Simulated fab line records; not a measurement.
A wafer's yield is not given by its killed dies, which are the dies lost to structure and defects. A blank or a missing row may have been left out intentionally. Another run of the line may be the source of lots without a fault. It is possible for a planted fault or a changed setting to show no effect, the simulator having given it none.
Split-lot trial || flow n5Finfet || on a route of 1938 steps: 7 lots, 39 wafers read

ABOUT THE SPLIT
At N5_GATE_CUT_ETCH_37 (etches SOC in N2/H2, target depth 60 nm, overetch 12 nm, time 90 s), the setting biasW was moved away from the recipe's 150 W on 12 of the 39 wafers read, by -13.5% to +18.9%. For the rest of the wafers, this setting stayed at what the recipe calls for.

The split's own step is where the reading is taken.

THE READING
rfVppV, in V, at N5_GATE_CUT_ETCH_37 (etches SOC in N2/H2, target depth 60 nm, overetch 12 nm, time 90 s). A value of 524.3 V with a standard deviation of 1.6 V is what fault-free wafers of this fab line usually give.

{"wafer": "L078.1", "tool, chamber at the split": "rieDiel-05, 1", "biasW as run, W": 150, "against the recipe": "recipe", "rfVppV, V": 525.2, "against lot-mates on the recipe": "-"}
{"wafer": "L078.2", "tool, chamber at the split": "rieDiel-05, 3", "biasW as run, W": 150, "against the recipe": "recipe", "rfVppV, V": 523.5, "against lot-mates on the recipe": "-"}
{"wafer": "L078.3", "tool, chamber at the split": "rieDiel-05, 3", "biasW as run, W": 150, "against the recipe": "recipe", "rfVppV, V": 524.5, "against lot-mates on the recipe": "-"}
{"wafer": "L078.4", "tool, chamber at the split": "rieDiel-05, 1", "biasW as run, W": 150, "against the recipe": "recipe", "rfVppV, V": 525.6, "against lot-mates on the recipe": "-"}
{"wafer": "L078.5", "tool, chamber at the split": "rieDiel-05, 1", "biasW as run, W": 150, "against the recipe": "recipe", "rfVppV, V": 525.1, "against lot-mates on the recipe": "-"}
{"wafer": "L078.6", "tool, chamber at the split": "rieDiel-05, 3", "biasW as run, W": 150, "against the recipe": "recipe", "rfVppV, V": 525.2, "against lot-mates on the recipe": "-"}
{"wafer": "L079.1", "tool, chamber at the split": "rieDiel-03, 2", "biasW as run, W": 150, "against the recipe": "recipe", "rfVppV, V": 523.7, "against lot-mates on the recipe": "-"}
{"wafer": "L079.2", "tool, chamber at the split": "rieDiel-03, 0", "biasW as run, W": 150, "against the recipe": "recipe", "rfVppV, V": 521.7, "against lot-mates on the recipe": "-"}
{"wafer": "L079.3", "tool, chamber at the split": "rieDiel-03, 3", "biasW as run, W": 129.7, "against the recipe": "-13.5%", "rfVppV, V": 480.2, "against lot-mates on the recipe": -43.7}
{"wafer": "L079.4", "tool, chamber at the split": "rieDiel-03, 1", "biasW as run, W": 129.7, "against the recipe": "-13.5%", "rfVppV, V": 481.3, "against lot-mates on the recipe": -42.6}
{"wafer": "L079.5", "tool, chamber at the split": "rieDiel-03, 3", "biasW as run, W": 150, "against the recipe": "recipe", "rfVppV, V": 526.3, "against lot-mates on the recipe": "-"}
{"wafer": "L079.6", "tool, chamber at the split": "rieDiel-03, 0", "biasW as run, W": 129.7, "against the recipe": "-13.5%", "rfVppV, V": 476.3, "against lot-mates on the recipe": -47.6}
{"wafer": "L081.4", "tool, chamber at the split": "rieDiel-03, 1", "biasW as run, W": 150, "against the recipe": "recipe", "rfVppV, V": 528.5, "against lot-mates on the recipe": "-"}
{"wafer": "L081.5", "tool, chamber at the split": "rieDiel-03, 0", "biasW as run, W": 150, "against the recipe": "recipe", "rfVppV, V": 520.7, "against lot-mates on the recipe": "-"}
{"wafer": "L081.6", "tool, chamber at the split": "rieDiel-03, 1", "biasW as run, W": 150, "against the recipe": "recipe", "rfVppV, V": 527.5, "against lot-mates on the recipe": "-"}
{"wafer": "L083.1", "tool, chamber at the split": "rieDiel-01, 0", "biasW as run, W": 150, "against the recipe": "recipe", "rfVppV, V": 523.7, "against lot-mates on the recipe": "-"}
{"wafer": "L083.2", "tool, chamber at the split": "rieDiel-01, 3", "biasW as run, W": 150, "against the recipe": "recipe", "rfVppV, V": 525.2, "against lot-mates on the recipe": "-"}
{"wafer": "L083.3", "tool, chamber at the split": "rieDiel-01, 1", "biasW as run, W": 159.1, "against the recipe": "+6.1%", "rfVppV, V": 544.6, "against lot-mates on the recipe": "+20.4"}
{"wafer": "L083.4", "tool, chamber at the split": "rieDiel-01, 2", "biasW as run, W": 159.1, "against the recipe": "+6.1%", "rfVppV, V": 542.0, "against lot-mates on the recipe": "+17.8"}
{"wafer": "L083.5", "tool, chamber at the split": "rieDiel-01, 1", "biasW as run, W": 150, "against the recipe": "recipe", "rfVppV, V": 523.6, "against lot-mates on the recipe": "-"}
{"wafer": "L083.6", "tool, chamber at the split": "rieDiel-01, 0", "biasW as run, W": 159.1, "against the recipe": "+6.1%", "rfVppV, V": 545.0, "against lot-mates on the recipe": "+20.8"}
{"wafer": "L084.1", "tool, chamber at the split": "rieDiel-05, 0", "biasW as run, W": 150, "against the recipe": "recipe", "rfVppV, V": 524.4, "against lot-mates on the recipe": "-"}
{"wafer": "L084.2", "tool, chamber at the split": "rieDiel-05, 3", "biasW as run, W": 133.2, "against the recipe": "-11.2%", "rfVppV, V": 486.1, "against lot-mates on the recipe": -38.3}
{"wafer": "L084.3", "tool, chamber at the split": "rieDiel-05, 1", "biasW as run, W": 133.2, "against the recipe": "-11.2%", "rfVppV, V": 486.9, "against lot-mates on the recipe": -37.5}
{"wafer": "L084.4", "tool, chamber at the split": "rieDiel-05, 0", "biasW as run, W": 150, "against the recipe": "recipe", "rfVppV, V": 521.7, "against lot-mates on the recipe": "-"}
{"wafer": "L084.5", "tool, chamber at the split": "rieDiel-05, 1", "biasW as run, W": 150, "against the recipe": "recipe", "rfVppV, V": 527.0, "against lot-mates on the recipe": "-"}
{"wafer": "L084.6", "tool, chamber at the split": "rieDiel-05, 3", "biasW as run, W": 133.2, "against the recipe": "-11.2%", "rfVppV, V": 486.1, "against lot-mates on the recipe": -38.3}
{"wafer": "L088.1", "tool, chamber at the split": "rieDiel-05, 2", "biasW as run, W": 150, "against the recipe": "recipe", "rfVppV, V": 524.5, "against lot-mates on the recipe": "-"}
{"wafer": "L088.2", "tool, chamber at the split": "rieDiel-05, 0", "biasW as run, W": 150, "against the recipe": "recipe", "rfVppV, V": 521.0, "against lot-mates on the recipe": "-"}
{"wafer": "L088.3", "tool, chamber at the split": "rieDiel-05, 1", "biasW as run, W": 150, "against the recipe": "recipe", "rfVppV, V": 524.1, "against lot-mates on the recipe": "-"}
{"wafer": "L088.4", "tool, chamber at the split": "rieDiel-05, 3", "biasW as run, W": 150, "against the recipe": "recipe", "rfVppV, V": 524.8, "against lot-mates on the recipe": "-"}
{"wafer": "L088.5", "tool, chamber at the split": "rieDiel-05, 3", "biasW as run, W": 150, "against the recipe": "recipe", "rfVppV, V": 523.6, "against lot-mates on the recipe": "-"}
{"wafer": "L088.6", "tool, chamber at the split": "rieDiel-05, 0", "biasW as run, W": 150, "against the recipe": "recipe", "rfVppV, V": 521.6, "against lot-mates on the recipe": "-"}
{"wafer": "L094.1", "tool, chamber at the split": "rieDiel-01, 2", "biasW as run, W": 150, "against the recipe": "recipe", "rfVppV, V": 523.5, "against lot-mates on the recipe": "-"}
{"wafer": "L094.2", "tool, chamber at the split": "rieDiel-01, 0", "biasW as run, W": 178.3, "against the recipe": "+18.9%", "rfVppV, V": 585.4, "against lot-mates on the recipe": "+61.2"}
{"wafer": "L094.3", "tool, chamber at the split": "rieDiel-01, 1", "biasW as run, W": 150, "against the recipe": "recipe", "rfVppV, V": 525.1, "against lot-mates on the recipe": "-"}
{"wafer": "L094.4", "tool, chamber at the split": "rieDiel-01, 3", "biasW as run, W": 178.3, "against the recipe": "+18.9%", "rfVppV, V": 586.7, "against lot-mates on the recipe": "+62.5"}
{"wafer": "L094.5", "tool, chamber at the split": "rieDiel-01, 0", "biasW as run, W": 178.3, "against the recipe": "+18.9%", "rfVppV, V": 583.5, "against lot-mates on the recipe": "+59.3"}
{"wafer": "L094.6", "tool, chamber at the split": "rieDiel-01, 1", "biasW as run, W": 150, "against the recipe": "recipe", "rfVppV, V": 523.9, "against lot-mates on the recipe": "-"}

FIT RESULTS
A straight line over all 39 wafers: rfVppV changes by +3.28 V for each +1% of biasW; r = +1.00; the points scatter about the line by 1.8 V.
The same after taking each lot's own level away (the mean of its wafers on the recipe; 39 wafers): +3.28 V for each +1%; r = +1.00; scatter 1.7 V.
According to that fit, moving biasW by its largest amount changes the reading by 62 V.
Across the lots, their own levels run from 523.27 to 525.57 V, a range of 1.4 times the standard deviation given above.
So the lot-to-lot level changes the slope little: the two slopes agree.
Check: with one of the wafers moved furthest among these (+18.9%) left out of the fit, the line predicts +61.8 V for it against its lot-mates. Against them it came out at +61.2 V.
Tool readings at the split's step, against how far the setting was moved: rfVppV r = +1.00.

OTHER SPLITS APPLIED TO THESE WAFERS
Note: prior to the reading, these wafers also went through further splits. Each is held against what the fit with the lots' levels taken away leaves over:
{"other split on the same wafers": "N5_WELL_APT_EPI_41 timeS", "wafers away from the commonest value": 9, "r with rfVppV (lot level and that fit taken away)": -0.12}
{"other split on the same wafers": "N5_FIN_CUT_CUT_ETCH_15 targetDepthA", "wafers away from the commonest value": 12, "r with rfVppV (lot level and that fit taken away)": "+0.16"}
{"other split on the same wafers": "N5_DUMMY_GATE_ETCH_32 timeS", "wafers away from the commonest value": 12, "r with rfVppV (lot level and that fit taken away)": -0.16}
{"other split on the same wafers": "N5_SD_EPI_P_EPI_21 timeS", "wafers away from the commonest value": 9, "r with rfVppV (lot level and that fit taken away)": "+0.05"}
{"other split on the same wafers": "N5_HKMG_FIN_ETCH_31 biasW", "wafers away from the commonest value": 15, "r with rfVppV (lot level and that fit taken away)": -0.04}

THE WHOLE CHAIN: every reading that the file lists as answering this split, in the file's order
{"step": "N5_GATE_CUT_ETCH_37", "what it does": "etches SOC in N2/H2, target depth 60 nm, overetch 12 nm, time 90 s", "reading": "rfVppV", "change (the file's fit)": "+3.28 V for each +1% of the setting", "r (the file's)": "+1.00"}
{"step": "N5_GATE_CUT_ETCH_37", "what it does": "etches SOC in N2/H2, target depth 60 nm, overetch 12 nm, time 90 s", "reading": "SiARC_of_GATE_CUT_COAT_35.thkNm (the simulator's own value, which no gauge read)", "change (the file's fit)": "-0.0503 nm for each +1% of the setting", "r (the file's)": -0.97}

THE FILE'S OWN FIT
rfVppV changes by +3.28 V for each +1% of biasW, r = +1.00.
